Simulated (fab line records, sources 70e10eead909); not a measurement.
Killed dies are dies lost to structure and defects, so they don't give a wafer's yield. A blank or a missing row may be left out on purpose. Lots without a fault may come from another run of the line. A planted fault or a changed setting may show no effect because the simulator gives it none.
A struck lot beside a sound one | flow nand_harc | 25 steps out of a route of 1159
Sound: wafers L744.1, L744.3, L744.6. Struck: wafers L754.1, L754.3, L754.6. The cause comes at the end.
At each step with rows: each side's tool, then ch and its chambers, then its first start. Under that, the readings that differ: sound wafers | struck wafers | difference of the means | sigmas: that difference in standard deviations of wafers without a fault.
alike: readings whose means differ by less than 2 such deviations, and words and numbers that are the same on both sides. not compared: withheld readings, readings that some wafer has no value for, bounds like >300 that may hide the same value, and numbers for which the record gives no deviation and whose values overlap.
The two part at a step that has a row with sigmas, a row that says differs or no value, or rows on one side only. Numbers that don't overlap but have no deviation are shown without sigmas and don't part them. A reading that every wafer of one side lacks parts them only if that side has two wafers or more.

first, 8 steps without rows for these wafers: NHARC_A_CHANNEL_HOLE_D1_DEVELOP_09 (develop time 35 s); NHARC_A_CHANNEL_HOLE_D1_DESCUM_15 (chemistry O2, time 3 s); NHARC_A_CHANNEL_HOLE_D1_ETCH_38 (etches the open film in CF4, target depth 39 nm, time 65 s); NHARC_A_CHANNEL_HOLE_D1_ETCH_39 (etches the open film in N2/H2, target depth 260 nm, time 325 s); NHARC_A_CHANNEL_HOLE_D1_ETCH_34 (etches the open film in CF4/CHF3, target depth 154 nm, time 77 s); NHARC_A_CHANNEL_HOLE_D1_ETCH_16 (etches the open film in O2/COS, target depth 3100 nm, time 806 s); NHARC_A_CHANNEL_HOLE_D1_ETCH_19 (etches the open film in C4F8/O2/Ar, time 34.5 s); NHARC_A_CHANNEL_HOLE_D1_ETCH_20 (etches the open film in C4F8/O2/Ar, time 361.9 s, target depth 1600 nm).
NHARC_A_CHANNEL_HOLE_D1_ETCH_21: etches the open film in C4F8/O2/Ar, time 514.3 s, target depth 1600 nm.
  sound on har_etch-02 ch 0,1, day 9 13:32; struck on har_etch-02 ch 1, day 11 21:44
  no value came back on the struck wafers for any of 6 readings (c4f8_flow_sccm (sccm), chamber_pressure_mTorr (mTorr) and others); on the sound wafers c4f8_flow_sccm (sccm) reads 89.19 89.64 88.87
  not compared: rf_hours_counter_h
then, 9 steps without rows for these wafers: NHARC_A_CHANNEL_HOLE_D1_ETCH_22 (etches the open film in C4F8/O2/Ar, time 666.7 s, target depth 1600 nm); NHARC_A_CHANNEL_HOLE_D1_ETCH_23 (etches the open film in C4F8/O2/Ar, time 819 s, target depth 1600 nm); NHARC_A_CHANNEL_HOLE_D1_ETCH_24 (etches the open film in C4F8/O2/Ar, time 906.2 s, target depth 1500 nm); NHARC_A_CHANNEL_HOLE_D1_ETCH_25 (etches the open film in C4F8/O2/Ar, time 1040.2 s, target depth 1500 nm); NHARC_A_CHANNEL_HOLE_D1_ETCH_26 (etches the open film in C4F8/O2/Ar, time 224.1 s, target depth 300 nm); NHARC_A_CHANNEL_HOLE_D1_ETCH_33 (etches the open film in C4F8/O2/Ar, time 90 s, target depth 400 nm); NHARC_A_CHANNEL_HOLE_D1_STRIP_41 (strips in N2/H2); NHARC_A_CHANNEL_HOLE_D1_STRIP_42 (strips in CF4/CHF3); NHARC_A_CHANNEL_HOLE_D1_STRIP_43 (strips in O2/COS).
NHARC_A_CHANNEL_HOLE_D1_ETCH_44: etches the open film in CF4/O2, target depth 140 nm, overetch 14 nm, time 77 s.
  sound on rie_diel-04 ch 1,2,3, day 9 17:52; struck on rie_diel-11 ch 0,1, day 12 02:01
  reading                            | sound             | struck       | difference | sigmas
  model.A_CHANNEL_HOLE_D1.cd_nm (nm) | 90.42 91.04 88.25 | 98 96.75 102 | +9         |
  alike: bias_w, cf4_flow_sccm, drypump_motor_current_A, oes_f_703_au, oes_product_au, rf_vpp_V, showerhead_plenum_p_Torr, throttle_valve_pct
  not compared: rf_hours_counter_h
then, 3 steps without rows for these wafers: NHARC_A_CHANNEL_HOLE_D1_STRIP_27 (strips in O2); NHARC_A_CHANNEL_HOLE_D1_PRECLEAN_28 (cleans in SC1); NHARC_A_CHANNEL_HOLE_D1_SRD_29.
NHARC_A_CHANNEL_HOLE_D1_CD_MEAS_30:
  sound on cd_sem-01, day 9 18:39; struck on cd_sem-01, day 12 02:49
  reading    | sound          | struck      | difference | sigmas
  cd_nm (nm) | 90.7 90.5 88.9 | 1.9 0.3 0.5 | -89.1      | -59
NHARC_A_CHANNEL_HOLE_D1_XSEM_31:
  sound on xsem-02 ch 0, day 9 18:45; struck on xsem-02 ch 0, day 12 02:54
  reading        | sound          | struck      | difference | sigmas
  bot_cd_nm (nm) | 76.1 75.7 74.5 | 2.3 0.9 1.0 | -74.0      | -53
  bow_nm (nm)    | 8.4 8.5 8.6    | 0.0 0.0 0.0 | -8.5       | -27
  alike: tilt_deg
-- the record jumps here: 12 days lie between the struck wafers' starts before and after (it left off in module A_CHANNEL_HOLE_D1 and takes up again in module END, whose first step shown is number 1159 of the route) --
NHARC_END_SORT_01:
  the record has rows for the struck wafers here (prober-01 ch 0, day 24 06:36) and none for the sound ones

WHERE THEY PART
First at NHARC_A_CHANNEL_HOLE_D1_ETCH_21; last, within this record, at NHARC_END_SORT_01.

WHY: what the simulator had put in
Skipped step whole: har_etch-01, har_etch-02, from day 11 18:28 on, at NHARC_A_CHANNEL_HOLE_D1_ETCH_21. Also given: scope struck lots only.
